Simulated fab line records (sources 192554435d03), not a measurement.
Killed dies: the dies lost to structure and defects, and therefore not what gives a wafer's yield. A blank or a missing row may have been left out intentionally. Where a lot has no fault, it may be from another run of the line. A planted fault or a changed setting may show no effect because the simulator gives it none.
fab line records + flow n5Finfet + part 1 of 2: steps 1 to 4 of 6
record
- lots=23
- wafers=69
- lastDay=18
route steps=1938 shown HKMG_FIN@442 GATE_CUT@470 MOL_CONTACT_COAG@535
lots untouched by any fault: they come from a run of this same line in which no faults occurred
startH: the number of hours between the record's first day and the start of the first shown wafer of the lot + waitH: hours elapsed since this lot's preceding step + " same as the row above + L1.1+2: one row covering several wafers at once + - no value, or no start was given + * or withheld: withheld + < > ~ a bound
route shown NAME@n: names a module that has steps shown in the file, with the first one's number in the route + usual: the fault-free wafers' mean and standard deviation + same: alike in all rows + chamber/n: place in a boat + sites: each site's reading + _std_site: the values' standard deviation + _edge_site: inner sites' mean taken away from outer sites' mean + radiusMm: how far each site lies from the wafer's centre + mask NAME#n: copy n + behind: the most recent tool/chamber to have shaped the wafer + hold: why the lot went on hold/how many hours it stayed there/how the hold came to an end + device: the transistor (n, p or np) that didn't switch + end of line: tests run on the same wafers once the route is complete + for a step that has no rows: nothing shown but its recipe + killed: dies that structure and defects cost at the first sort, which is not the same as the wafer's yield + map: per-die view of a wafer (x killed, . not killed, _ where there is no die)
set.NAME: the run value of the setting; set.NAME@STEP: its run value at that earlier step + model.NAME: the simulator's own value behind a step, which no gauge read
one table for each step of the route and one row for each wafer, over a sample of lots
services: from which hour (startH, from the record's first day; less than 0 if before it) a tool's chamber was out of use, for how many hours, and why
## steps
# step N5_HKMG_FIN_ALD_91
# recipe
- material=TiN
- targetThkA=10
- tempC=400
- aldPrecursorFamily=TiCl4
- aldCoReactant=NH3
- pulseTimeS=1
- purgeTimeS=3
- coReactantPurgeTimeS=2
- coReactantPulseTimeS=2
- aldCycles=47
- pressureTorr=3
# usual
- heaterPowerW=883/100
- precursorPulseHeightRel=1.000/0.019
# same
- pulseTimeS=1
| lot.wafer | tool        | chamber | startH | waitH | heaterPowerW | precursorPulseHeightRel |
|-----------|-------------|---------|--------|-------|--------------|-------------------------|
| L076.1    | aldMetal-01 | 3       | 91.90  | 0.3   | 976          | 1.019                   |
| L076.3    | "           | 0       | "      | "     | 727          | 0.952                   |
| L076.6    | "           | 2       | "      | "     | 879          | 1.019                   |
| L075.2    | aldMetal-04 | 1       | 94.76  | 0.3   | 1047         | 1.012                   |
| L075.4    | "           | 1       | "      | "     | 1021         | 0.996                   |
| L075.6    | "           | 2       | "      | "     | 1030         | 0.997                   |
| L077.1    | aldMetal-02 | 1       | 102.90 | 0.3   | 834          | 1.013                   |
| L077.3    | "           | 3       | "      | "     | 852          | 0.988                   |
| L077.6    | "           | 1       | "      | "     | 836          | 0.986                   |
| L078.3    | aldMetal-02 | 3       | 106.05 | 0.1   | 840          | 1.010                   |
| L078.4    | "           | 2       | "      | "     | 929          | 0.967                   |
| L078.5    | "           | 1       | "      | "     | 837          | 0.989                   |
| L074.1    | aldMetal-04 | 1       | 108.79 | 0.3   | 1033         | 0.989                   |
| L074.5    | "           | 0       | "      | "     | 733          | 1.010                   |
| L074.6    | "           | 1       | "      | "     | 1059         | 0.975                   |
| L079.3    | aldMetal-04 | 1       | 109.70 | 0.1   | 1054         | 0.971                   |
| L079.4    | "           | 2       | "      | "     | 1049         | 1.016                   |
| L079.6    | "           | 1       | "      | "     | 1023         | 0.985                   |
| L080.1    | aldMetal-02 | 3       | 113.67 | 0.3   | 838          | 1.000                   |
| L080.3    | "           | 1       | "      | "     | 861          | 0.987                   |
| L080.6    | "           | 2       | "      | "     | 936          | 1.011                   |
| L081.2    | aldMetal-02 | 0       | 116.82 | 0.3   | 900          | 0.993                   |
| L081.3    | "           | 2       | "      | "     | 919          | 0.990                   |
| L081.5    | "           | 0       | "      | "     | 949          | 0.986                   |
| L082.1    | aldMetal-01 | 1       | 125.08 | 0.3   | 922          | 1.030                   |
| L082.2    | "           | 0       | "      | "     | 737          | 1.014                   |
| L082.4    | "           | 2       | "      | "     | 874          | 0.997                   |
| L083.1    | aldMetal-01 | 0       | 131.00 | 0.3   | 733          | 0.970                   |
| L083.2    | "           | 1       | "      | "     | 894          | 1.013                   |
| L083.4    | "           | 2       | "      | "     | 892          | 1.010                   |
| L084.1    | aldMetal-04 | 1       | 133.75 | 0.3   | 1034         | 1.008                   |
| L084.2    | "           | 3       | "      | "     | 740          | 0.994                   |
| L084.6    | "           | 0       | "      | "     | 751          | 1.011                   |
| L085.2    | aldMetal-02 | 1       | 144.97 | 0.3   | 822          | 0.982                   |
| L085.3    | "           | 0       | "      | "     | 922          | 1.010                   |
| L085.6    | "           | 2       | "      | "     | 940          | 0.971                   |
| L086.1    | aldMetal-01 | 2       | 157.58 | 0.3   | 861          | 1.002                   |
| L086.3    | "           | 1       | "      | "     | 906          | 0.996                   |
| L086.6    | "           | 2       | "      | "     | 894          | 1.000                   |
| L087.1    | aldMetal-04 | 0       | 160.92 | 0.3   | 733          | 0.971                   |
| L087.3    | "           | 1       | "      | "     | 1038         | 0.979                   |
| L087.6    | "           | 0       | "      | "     | 756          | 1.003                   |
| L088.2    | aldMetal-04 | 1       | 163.22 | 0.3   | 1034         | 0.997                   |
| L088.3    | "           | 0       | "      | "     | 745          | 0.999                   |
| L088.5    | "           | 3       | "      | "     | 739          | 0.980                   |
| L089.2    | aldMetal-04 | 3       | 171.16 | 0.3   | 751          | 1.002                   |
| L089.3    | "           | 2       | "      | "     | 1024         | 0.995                   |
| L089.4    | "           | 0       | "      | "     | 748          | 0.984                   |
| L091.3    | aldMetal-04 | 0       | 180.34 | 0.1   | 765          | 0.984                   |
| L091.5    | "           | 1       | "      | "     | 1034         | 0.979                   |
| L091.6    | "           | 2       | "      | "     | 1046         | 1.004                   |
| L092.3    | aldMetal-04 | 2       | 184.67 | 0.1   | 1013         | 0.996                   |
| L092.4    | "           | 0       | "      | "     | 770          | 0.985                   |
| L092.6    | "           | 2       | "      | "     | 1022         | 1.014                   |
| L093.1    | aldMetal-01 | 3       | 189.56 | 0.3   | 942          | 0.986                   |
| L093.2    | "           | 2       | "      | "     | 886          | 0.994                   |
| L093.4    | "           | 0       | "      | "     | 742          | 0.995                   |
| L094.1    | aldMetal-01 | 2       | 197.42 | 0.3   | 887          | 0.986                   |
| L094.2    | "           | 3       | "      | "     | 963          | 1.011                   |
| L094.5    | "           | 1       | "      | "     | 912          | 0.992                   |
| L095.2    | aldMetal-01 | 2       | 204.51 | 0.3   | 896          | 0.987                   |
| L095.3    | "           | 0       | "      | "     | 708          | 1.005                   |
| L095.4    | "           | 3       | "      | "     | 951          | 0.998                   |
| L096.2    | aldMetal-02 | 0       | 208.89 | 0.3   | 921          | 0.978                   |
| L096.3    | "           | 3       | "      | "     | 865          | 1.009                   |
| L096.4    | "           | 1       | "      | "     | 859          | 0.996                   |
| L097.2    | aldMetal-01 | 3       | 217.89 | 0.3   | 960          | 0.976                   |
| L097.4    | "           | 1       | "      | "     | 902          | 1.008                   |
| L097.5    | "           | 3       | "      | "     | 973          | 1.007                   |
# step N5_HKMG_FIN_CMP_23
# recipe
- stopOn=SiNx
- tOverpolishS=10
- postCmpClean=rinseOnly
- downForcePsi=4
- platenRpm=50.289
- padVelocityMS=1.0006
- targetThkNm=46.326
# usual
- headPressurePsi=4.000/0.0092
- motorCurrentA=12.0/0.9
- overpolishRunS=10.001/0.0094
- timeToEndpointS=10.7/2.4
| lot.wafer | tool   | chamber | startH | waitH | headPressurePsi | motorCurrentA | overpolishRunS | timeToEndpointS |
|-----------|--------|---------|--------|-------|-----------------|---------------|----------------|-----------------|
| L076.1    | cmp-02 | 0       | 94.93  | 0.1   | 4.011           | 12.9          | 10.013         | 10.5            |
| L076.3    | "      | 1       | "      | "     | 3.995           | 12.0          | 10.009         | 7.9             |
| L076.6    | "      | 0       | "      | "     | 4.020           | 13.0          | 9.991          | 10.0            |
| L075.2    | cmp-02 | 2       | 97.62  | 0.2   | 4.003           | 12.3          | 10.006         | 9.6             |
| L075.4    | "      | 3       | "      | "     | 4.006           | 11.7          | 10.010         | 13.7            |
| L075.6    | "      | 1       | "      | "     | 3.988           | 11.3          | 10.011         | 8.3             |
| L077.3    | cmp-01 | 3       | 105.82 | 0.0   | 4.000           | 13.5          | 10.023         | 13.8            |
| L077.1    | "      | 0       | "      | "     | 4.019           | 12.9          | 10.015         | 11.2            |
| L077.6    | "      | 0       | "      | "     | 4.007           | 12.4          | 9.992          | 11.9            |
| L078.4    | cmp-02 | 2       | 109.07 | 0.2   | 3.998           | 11.7          | 9.993          | 8.1             |
| L078.3    | "      | 3       | "      | "     | 4.009           | 11.3          | 10.006         | 13.5            |
| L078.5    | "      | 0       | "      | "     | 3.996           | 12.7          | 10.005         | 12.7            |
| L074.1    | cmp-01 | 0       | 111.57 | 0.0   | 3.998           | 12.3          | 10.009         | 10.1            |
| L074.5    | "      | 0       | "      | "     | 3.989           | 13.1          | 9.995          | 10.0            |
| L074.6    | "      | 1       | "      | "     | 3.991           | 11.9          | 10.006         | 11.6            |
| L079.4    | cmp-03 | 0       | 112.48 | 0.1   | 4.004           | 10.8          | 9.996          | 7.2             |
| L079.3    | "      | 1       | "      | "     | 4.005           | 11.7          | 9.991          | 13.2            |
| L079.6    | "      | 3       | "      | "     | 3.991           | 11.2          | 10.015         | 7.5             |
| L080.1    | cmp-02 | 3       | 116.48 | 0.0   | 4.003           | 11.3          | 10.018         | 14.9            |
| L080.3    | "      | 2       | "      | "     | 3.992           | 12.2          | 10.008         | 9.3             |
| L080.6    | "      | 3       | "      | "     | 3.993           | 11.2          | 10.005         | 15.0            |
| L081.2    | cmp-03 | 3       | 119.54 | 0.0   | 3.982           | 10.7          | 9.997          | 8.9             |
| L081.3    | "      | 2       | "      | "     | 3.982           | 12.1          | 10.002         | 10.9            |
| L081.5    | "      | 0       | "      | "     | 3.996           | 11.6          | 9.998          | 11.2            |
| L082.4    | cmp-02 | 2       | 128.10 | 0.0   | 4.009           | 12.1          | 9.991          | 6.9             |
| L082.1    | "      | 3       | "      | "     | 3.985           | 11.3          | 9.986          | 13.1            |
| L082.2    | "      | 1       | "      | "     | 3.996           | 10.9          | 9.994          | 8.9             |
| L083.4    | cmp-03 | 2       | 133.81 | 0.0   | 4.000           | 13.0          | 10.002         | 12.7            |
| L083.2    | "      | 0       | "      | "     | 3.993           | 11.3          | 9.999          | 14.4            |
| L083.1    | "      | 1       | "      | "     | 4.003           | 11.7          | 9.995          | 18.0            |
| L084.2    | cmp-01 | 0       | 136.69 | 0.2   | 4.005           | 13.1          | 9.995          | 8.2             |
| L084.1    | "      | 1       | "      | "     | 4.000           | 11.2          | 10.002         | 11.3            |
| L084.6    | "      | 3       | "      | "     | 4.001           | 13.3          | 10.003         | 11.4            |
| L085.2    | cmp-02 | 3       | 147.66 | 0.0   | 4.002           | 11.5          | 9.995          | 10.5            |
| L085.3    | "      | 2       | "      | "     | 4.002           | 12.2          | 10.004         | 4.8             |
| L085.6    | "      | 3       | "      | "     | 3.994           | 12.1          | 9.999          | 11.7            |
| L086.3    | cmp-01 | 1       | 160.57 | 0.1   | 3.992           | 11.8          | 9.997          | 9.7             |
| L086.1    | "      | 3       | "      | "     | 3.989           | 13.2          | 10.006         | 11.9            |
| L086.6    | "      | 0       | "      | "     | 4.017           | 13.5          | 10.025         | 12.1            |
| L087.1    | cmp-01 | 2       | 164.38 | 0.0   | 3.977           | 10.6          | 10.007         | 13.3            |
| L087.3    | "      | 3       | "      | "     | 4.003           | 13.6          | 10.013         | 13.4            |
| L087.6    | "      | 2       | "      | "     | 3.990           | 11.2          | 10.001         | 11.3            |
| L088.3    | cmp-01 | 0       | 166.36 | 0.1   | 3.993           | 13.0          | 9.981          | 10.7            |
| L088.2    | "      | 2       | "      | "     | 3.995           | 11.2          | 9.988          | 10.5            |
| L088.5    | "      | 3       | "      | "     | 3.996           | 13.3          | 10.011         | 10.8            |
| L089.4    | cmp-02 | 3       | 174.02 | 0.1   | 3.998           | 11.9          | 10.005         | 11.6            |
| L089.3    | "      | 0       | "      | "     | 3.984           | 13.0          | 10.009         | 7.6             |
| L089.2    | "      | 1       | "      | "     | 4.002           | 11.6          | 10.000         | 6.3             |
| L091.3    | cmp-02 | 3       | 183.53 | 0.3   | 3.999           | 11.7          | 9.995          | 9.5             |
| L091.6    | "      | 0       | "      | "     | 3.989           | 12.7          | 9.979          | 8.3             |
| L091.5    | "      | 1       | "      | "     | 3.989           | 12.0          | 10.002         | 7.2             |
| L092.4    | cmp-03 | 2       | 187.47 | 0.0   | 4.002           | 12.6          | 10.002         | 8.6             |
| L092.3    | "      | 1       | "      | "     | 3.997           | 11.9          | 10.010         | 15.8            |
| L092.6    | "      | 2       | "      | "     | 4.000           | 12.4          | 9.993          | 8.8             |
| L093.1    | cmp-03 | 1       | 192.30 | 0.0   | 3.995           | 12.5          | 9.994          | 14.1            |
| L093.2    | "      | 2       | "      | "     | 4.005           | 12.8          | 10.003         | 10.0            |
| L093.4    | "      | 3       | "      | "     | 4.002           | 10.7          | 10.003         | 7.3             |
| L094.1    | cmp-02 | 3       | 200.33 | 0.1   | 4.004           | 11.4          | 9.985          | 15.6            |
| L094.2    | "      | 1       | "      | "     | 3.997           | 11.1          | 9.991          | 8.4             |
| L094.5    | "      | 3       | "      | "     | 3.998           | 11.5          | 9.988          | 11.1            |
| L095.3    | cmp-01 | 0       | 207.30 | 0.0   | 4.014           | 13.0          | 9.997          | 8.3             |
| L095.4    | "      | 2       | "      | "     | 4.007           | 10.2          | 9.994          | 10.2            |
| L095.2    | "      | 3       | "      | "     | 4.001           | 13.5          | 10.011         | 9.3             |
| L096.3    | cmp-01 | 2       | 211.80 | 0.1   | 4.022           | 10.5          | 10.010         | 10.8            |
| L096.4    | "      | 3       | "      | "     | 3.997           | 12.4          | 10.000         | 12.7            |
| L096.2    | "      | 0       | "      | "     | 4.002           | 12.7          | 9.989          | 9.7             |
| L097.4    | cmp-01 | 2       | 220.58 | 0.0   | 4.011           | 10.6          | 9.989          | 10.7            |
| L097.2    | "      | 3       | "      | "     | 4.015           | 13.8          | 9.983          | 10.4            |
| L097.5    | "      | 3       | "      | "     | 3.993           | 14.0          | 10.012         | 9.6             |
# step N5_GATE_CUT_STRIP_59
# recipe
- chemistry=N2/H2
- timeS=20
- powerW=100
- tempC=40
- pressureMtorr=100
- rfFrequencyHz=6e+07
- biasPowerW=3
- n2FlowSccm=300
- h2FlowSccm=300
# usual
- drypumpMotorCurrentA=5.9/0.33
- oesProductAu=0.80/0.099
- rfVppV=45.2/0.85
- showerheadPlenumPTorr=3.37/0.12
- throttleValvePct=12.2/0.3
| lot.wafer | tool       | chamber | startH | waitH | drypumpMotorCurrentA | oesProductAu | rfHoursCounterH | rfVppV | showerheadPlenumPTorr | throttleValvePct |
|-----------|------------|---------|--------|-------|----------------------|--------------|-----------------|--------|-----------------------|------------------|
| L076.1    | rieDiel-04 | 2       | 96.07  | 0.1   | 5.4                  | 0.76         | 128             | 45.5   | 3.54                  | 12.2             |
| L076.3    | "          | 0       | "      | "     | 6.4                  | 0.70         | 222             | 46.2   | 3.21                  | 12.6             |
| L076.6    | "          | 2       | "      | "     | 5.4                  | 0.77         | -               | 44.3   | 3.54                  | 12.3             |
| L075.2    | rieDiel-04 | 3       | 98.60  | 0.1   | 5.5                  | 0.92         | 28              | 44.7   | 3.46                  | 11.9             |
| L075.4    | "          | 0       | "      | "     | 6.3                  | 0.70         | -               | 44.6   | 3.22                  | 12.6             |
| L075.6    | "          | 3       | "      | "     | 5.5                  | 0.91         | -               | 45.3   | 3.46                  | 11.9             |
| L077.1    | rieDiel-02 | 2       | 106.96 | 0.1   | 5.2                  | 0.99         | 3               | 44.8   | 3.46                  | 12.0             |
| L077.3    | "          | 0       | "      | "     | 6.6                  | 0.73         | 199             | 43.4   | 3.20                  | 12.4             |
| L077.6    | "          | 3       | "      | "     | 5.9                  | 0.95         | -               | 45.3   | 3.46                  | 12.0             |
| L078.3    | rieDiel-02 | 1       | 110.05 | 0.1   | 5.9                  | 0.77         | 126             | 46.5   | 3.39                  | 12.4             |
| L078.4    | "          | 3       | "      | "     | 5.9                  | 0.95         | 13              | 46.4   | 3.46                  | 12.0             |
| L078.5    | "          | 0       | "      | "     | 6.5                  | 0.73         | -               | 44.9   | 3.20                  | 12.4             |
| L074.1    | rieDiel-04 | 1       | 112.93 | 0.1   | 5.8                  | 0.69         | 217             | 45.8   | 3.36                  | 12.5             |
| L074.5    | "          | 1       | "      | "     | 5.8                  | 0.68         | -               | 45.2   | 3.36                  | 12.5             |
| L074.6    | "          | 3       | "      | "     | 5.4                  | 0.89         | -               | 43.7   | 3.45                  | 11.9             |
| L079.3    | rieDiel-06 | 2       | 113.55 | 0.1   | 5.9                  | 0.77         | 113             | 46.5   | 3.54                  | 12.0             |
| L079.4    | "          | 3       | "      | "     | 5.9                  | 0.86         | 49              | 45.3   | 3.30                  | 12.4             |
| L079.6    | "          | 2       | "      | "     | 6.0                  | 0.77         | -               | 46.7   | 3.54                  | 11.9             |
| L080.1    | rieDiel-02 | 3       | 117.62 | 0.1   | 5.9                  | 0.93         | 15              | 45.4   | 3.46                  | 12.0             |
| L080.3    | "          | 0       | "      | "     | 6.6                  | 0.72         | 202             | 45.1   | 3.20                  | 12.4             |
| L080.6    | "          | 0       | "      | "     | 6.6                  | 0.72         | -               | 43.6   | 3.20                  | 12.4             |
| L081.2    | rieDiel-02 | 0       | 120.68 | 0.1   | 6.6                  | 0.72         | 203             | 44.6   | 3.20                  | 12.4             |
| L081.3    | "          | 1       | "      | "     | 5.9                  | 0.76         | 129             | 45.1   | 3.39                  | 12.4             |
| L081.5    | "          | 1       | "      | "     | 5.9                  | 0.77         | -               | 46.0   | 3.39                  | 12.4             |
| L082.1    | rieDiel-06 | 3       | 129.24 | 0.1   | 5.9                  | 0.86         | 52              | 44.4   | 3.30                  | 12.4             |
| L082.2    | "          | 1       | "      | "     | 6.0                  | 0.69         | 235             | 44.4   | 3.19                  | 12.5             |
| L082.4    | "          | 0       | "      | "     | 5.9                  | 0.93         | 13              | 46.1   | 3.45                  | 11.7             |
| L083.1    | rieDiel-06 | 3       | 134.95 | 0.1   | 5.9                  | 0.86         | 55              | 45.3   | 3.30                  | 12.4             |
| L083.2    | "          | 0       | "      | "     | 5.9                  | 0.93         | 15              | 45.3   | 3.44                  | 11.7             |
| L083.4    | "          | 2       | "      | "     | 5.9                  | 0.76         | 120             | 46.5   | 3.53                  | 12.0             |
| L084.1    | rieDiel-02 | 3       | 137.67 | 0.1   | 5.9                  | 0.92         | 22              | 44.9   | 3.46                  | 12.0             |
| L084.2    | "          | 0       | "      | "     | 6.5                  | 0.71         | 208             | 45.9   | 3.20                  | 12.4             |
| L084.6    | "          | 3       | "      | "     | 5.9                  | 0.93         | -               | 46.1   | 3.46                  | 12.0             |
| L085.2    | rieDiel-02 | 3       | 148.83 | 0.1   | 5.9                  | 0.92         | 24              | 45.1   | 3.45                  | 12.0             |
| L085.3    | "          | 1       | "      | "     | 5.9                  | 0.76         | 138             | 46.2   | 3.38                  | 12.5             |
| L085.6    | "          | 0       | "      | "     | 6.5                  | 0.72         | -               | 45.1   | 3.20                  | 12.4             |
| L086.1    | rieDiel-02 | 1       | 161.63 | 0.1   | 5.9                  | 0.76         | 142             | 45.4   | 3.38                  | 12.5             |
| L086.3    | "          | 3       | "      | "     | 5.9                  | 0.92         | 28              | 46.5   | 3.45                  | 12.0             |
| L086.6    | "          | 3       | "      | "     | 5.9                  | 0.92         | -               | 45.1   | 3.45                  | 12.0             |
| L087.1    | rieDiel-06 | 0       | 165.52 | 0.1   | 5.8                  | 0.91         | 23              | 45.8   | 3.44                  | 11.7             |
| L087.3    | "          | 3       | "      | "     | 5.9                  | 0.84         | 62              | 44.9   | 3.30                  | 12.5             |
| L087.6    | "          | 3       | "      | "     | 5.8                  | 0.84         | -               | 45.5   | 3.30                  | 12.5             |
| L088.2    | rieDiel-02 | 1       | 167.48 | 0.1   | 5.9                  | 0.76         | 145             | 45.4   | 3.38                  | 12.5             |
| L088.3    | "          | 0       | "      | "     | 6.6                  | 0.71         | 218             | 44.8   | 3.19                  | 12.5             |
| L088.5    | "          | 1       | "      | "     | 5.9                  | 0.75         | -               | 45.5   | 3.38                  | 12.5             |
| L089.2    | rieDiel-04 | 1       | 175.43 | 0.1   | 5.8                  | 0.67         | 242             | 45.6   | 3.34                  | 12.6             |
| L089.3    | "          | 3       | "      | "     | 5.4                  | 0.85         | 59              | 45.5   | 3.44                  | 12.0             |
| L089.4    | "          | 0       | "      | "     | 6.3                  | 0.68         | -               | 43.6   | 3.20                  | 12.7             |
| L091.3    | rieDiel-06 | 0       | 184.70 | 0.1   | 5.9                  | 0.90         | 29              | 43.8   | 3.44                  | 11.7             |
| L091.5    | "          | 0       | "      | "     | 5.9                  | 0.91         | -               | 44.7   | 3.44                  | 11.7             |
| L091.6    | "          | 3       | "      | "     | 5.9                  | 0.83         | -               | 43.0   | 3.29                  | 12.5             |
| L092.3    | rieDiel-06 | 3       | 188.61 | 0.1   | 5.9                  | 0.85         | 70              | 44.0   | 3.29                  | 12.5             |
| L092.4    | "          | 3       | "      | "     | 5.9                  | 0.84         | -               | 45.0   | 3.29                  | 12.5             |
| L092.6    | "          | 0       | "      | "     | 5.9                  | 0.89         | -               | 44.9   | 3.44                  | 11.7             |
| L093.1    | rieDiel-06 | 2       | 193.44 | 0.1   | 5.9                  | 0.75         | 138             | 44.9   | 3.52                  | 12.0             |
| L093.2    | "          | 0       | "      | "     | 5.9                  | 0.89         | 33              | 45.6   | 3.44                  | 11.7             |
| L093.4    | "          | 2       | "      | "     | 5.9                  | 0.75         | -               | 45.0   | 3.52                  | 12.0             |
| L094.1    | rieDiel-04 | 1       | 201.39 | 0.1   | 5.8                  | 0.65         | 251             | 46.5   | 3.34                  | 12.6             |
| L094.2    | "          | 3       | "      | "     | 5.4                  | 0.84         | 68              | 45.3   | 3.44                  | 12.0             |
| L094.5    | "          | 1       | "      | "     | 5.8                  | 0.66         | -               | 45.0   | 3.34                  | 12.6             |
| L095.2    | rieDiel-04 | 1       | 208.44 | 0.1   | 5.8                  | 0.66         | 254             | 45.8   | 3.34                  | 12.6             |
| L095.3    | "          | 0       | "      | "     | 6.3                  | 0.67         | 266             | 43.4   | 3.19                  | 12.7             |
| L095.4    | "          | 0       | "      | "     | 6.3                  | 0.67         | -               | 43.1   | 3.19                  | 12.7             |
| L096.2    | rieDiel-06 | 3       | 213.14 | 0.1   | 5.9                  | 0.82         | 80              | 44.2   | 3.29                  | 12.5             |
| L096.3    | "          | 0       | "      | "     | 5.9                  | 0.88         | 40              | 45.0   | 3.43                  | 11.7             |
| L096.4    | "          | 1       | "      | "     | 6.0                  | 0.99         | 4               | 45.0   | 3.58                  | 11.9             |
| L097.2    | rieDiel-06 | 3       | 221.72 | 0.1   | 5.9                  | 0.83         | 82              | 45.2   | 3.29                  | 12.5             |
| L097.4    | "          | 0       | "      | "     | 5.9                  | 0.87         | 42              | 46.1   | 3.43                  | 11.7             |
| L097.5    | "          | 0       | "      | "     | 5.9                  | 0.86         | -               | 46.1   | 3.43                  | 11.7             |
# step N5_GATE_CUT_INSPECT_26
# recipe
- inspectInstrument=darkfield
- mode=postCmp
# usual
- rawDefectCount=37/15
| lot.wafer | tool             | chamber | startH | waitH | rawDefectCount |
|-----------|------------------|---------|--------|-------|----------------|
| L076.1    | defectInspect-02 | -       | 103.68 | 0.0   | 25             |
| L076.3    | "                | -       | "      | "     | 27             |
| L076.6    | "                | -       | "      | "     | 46             |
| L075.2    | defectInspect-01 | -       | 106.68 | 0.0   | 39             |
| L075.4    | "                | -       | "      | "     | 26             |
| L075.6    | "                | -       | "      | "     | 24             |
| L077.1    | defectInspect-01 | -       | 113.61 | 0.0   | 45             |
| L077.3    | "                | -       | "      | "     | 34             |
| L077.6    | "                | -       | "      | "     | 35             |
| L078.3    | defectInspect-01 | -       | 117.18 | 0.0   | 59             |
| L078.4    | "                | -       | "      | "     | 51             |
| L078.5    | "                | -       | "      | "     | 24             |
| L074.1    | defectInspect-02 | -       | 119.56 | 0.0   | 9              |
| L074.5    | "                | -       | "      | "     | 11             |
| L074.6    | "                | -       | "      | "     | 26             |
| L079.3    | defectInspect-01 | -       | 121.24 | 0.0   | 32             |
| L079.4    | "                | -       | "      | "     | 58             |
| L079.6    | "                | -       | "      | "     | 39             |
| L080.1    | defectInspect-02 | -       | 125.10 | 0.0   | 48             |
| L080.3    | "                | -       | "      | "     | 34             |
| L080.6    | "                | -       | "      | "     | 36             |
| L081.2    | defectInspect-01 | -       | 127.92 | 0.0   | 39             |
| L081.3    | "                | -       | "      | "     | 18             |
| L081.5    | "                | -       | "      | "     | 43             |
| L082.1    | defectInspect-02 | -       | 136.52 | 0.0   | 25             |
| L082.2    | "                | -       | "      | "     | 23             |
| L082.4    | "                | -       | "      | "     | 34             |
| L083.1    | defectInspect-02 | -       | 142.00 | 0.0   | 52             |
| L083.2    | "                | -       | "      | "     | 29             |
| L083.4    | "                | -       | "      | "     | 58             |
| L084.1    | defectInspect-01 | -       | 144.33 | 0.0   | 25             |
| L084.2    | "                | -       | "      | "     | 24             |
| L084.6    | "                | -       | "      | "     | 34             |
| L085.2    | defectInspect-02 | -       | 155.59 | 0.0   | 33             |
| L085.3    | "                | -       | "      | "     | 31             |
| L085.6    | "                | -       | "      | "     | 50             |
| L086.1    | defectInspect-02 | -       | 168.67 | 0.0   | 85             |
| L086.3    | "                | -       | "      | "     | 40             |
| L086.6    | "                | -       | "      | "     | 43             |
| L087.1    | defectInspect-02 | -       | 172.21 | 0.0   | 24             |
| L087.3    | "                | -       | "      | "     | 50             |
| L087.6    | "                | -       | "      | "     | 36             |
| L088.2    | defectInspect-01 | -       | 175.31 | 0.0   | 25             |
| L088.3    | "                | -       | "      | "     | 42             |
| L088.5    | "                | -       | "      | "     | 24             |
| L089.2    | defectInspect-02 | -       | 182.88 | 0.0   | 33             |
| L089.3    | "                | -       | "      | "     | 26             |
| L089.4    | "                | -       | "      | "     | 21             |
| L091.3    | defectInspect-01 | -       | 194.06 | 0.0   | 29             |
| L091.5    | "                | -       | "      | "     | 27             |
| L091.6    | "                | -       | "      | "     | 37             |
| L092.3    | defectInspect-02 | -       | 196.21 | 0.0   | 36             |
| L092.4    | "                | -       | "      | "     | 46             |
| L092.6    | "                | -       | "      | "     | 41             |
| L093.1    | defectInspect-01 | -       | 200.09 | 0.0   | 41             |
| L093.2    | "                | -       | "      | "     | 33             |
| L093.4    | "                | -       | "      | "     | 26             |
| L094.1    | defectInspect-01 | -       | 208.56 | 0.0   | 30             |
| L094.2    | "                | -       | "      | "     | 48             |
| L094.5    | "                | -       | "      | "     | 40             |
| L095.2    | defectInspect-01 | -       | 215.61 | 0.0   | 35             |
| L095.3    | "                | -       | "      | "     | 47             |
| L095.4    | "                | -       | "      | "     | 34             |
| L096.2    | defectInspect-02 | -       | 219.90 | 0.0   | 41             |
| L096.3    | "                | -       | "      | "     | 29             |
| L096.4    | "                | -       | "      | "     | 45             |
| L097.2    | defectInspect-02 | -       | 228.48 | 0.0   | 48             |
| L097.4    | "                | -       | "      | "     | 40             |
| L097.5    | "                | -       | "      | "     | 29             |
